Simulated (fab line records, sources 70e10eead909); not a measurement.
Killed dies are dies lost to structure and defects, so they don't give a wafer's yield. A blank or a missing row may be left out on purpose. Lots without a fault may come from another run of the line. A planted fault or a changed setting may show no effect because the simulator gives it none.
Chamber matching | flow nand_harc | NHARC_A_CONTACT_DEP_24 on pecvd-04: 3 sister chambers
The step deposits SiO2, target thk 500 nm. 3 wafers are shown with their chamber, then 8 later ones without.

WAFERS WITH THEIR CHAMBER
wafer  | chamber | throttle_valve_pct (%)
L082.5 | 0       | 15.5
L082.6 | 1       | 17.0
L086.2 | 2       | 15.9

WAFERS WITHOUT THEIR CHAMBER
wafer  | throttle_valve_pct (%)
L086.4 | 15.4
L086.6 | 16.0
L093.1 | 16.4
L093.2 | 15.7
L093.4 | 15.7
L096.2 | 15.4
L096.4 | 15.7
L096.6 | 16.9

WHICH CHAMBER EACH WENT THROUGH
wafer  | from the rows above          | in truth
L086.4 | can't be placed: 0 or 2      | 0
L086.6 | can't be placed: 2 or 0      | 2
L093.1 | can't be placed: 2 or 1 or 0 | 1
L093.2 | can't be placed: 0 or 2      | 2
L093.4 | can't be placed: 0 or 2      | 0
L096.2 | can't be placed: 0 or 2      | 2
L096.4 | can't be placed: 0 or 2      | 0
L096.6 | 1                            | 1
Placed correctly: 1 of 8. Can't be placed from these rows: 7 (the true chamber is among the candidates in 7). Placed wrongly: 0.
How it was worked out, from the rows above alone: a wafer's distance from a chamber is the root of the sum, over the readings, of the square of ((its reading less the chamber's mean) divided by the reading's scatter). The wafer belongs to the nearest chamber; if the next one is less than 2 further off, it can't be placed. A chamber's mean is the mean of its shown wafers. The scatter: with one shown wafer a chamber, the root of the mean of the squares of how far each hidden wafer lies from its nearest shown one.
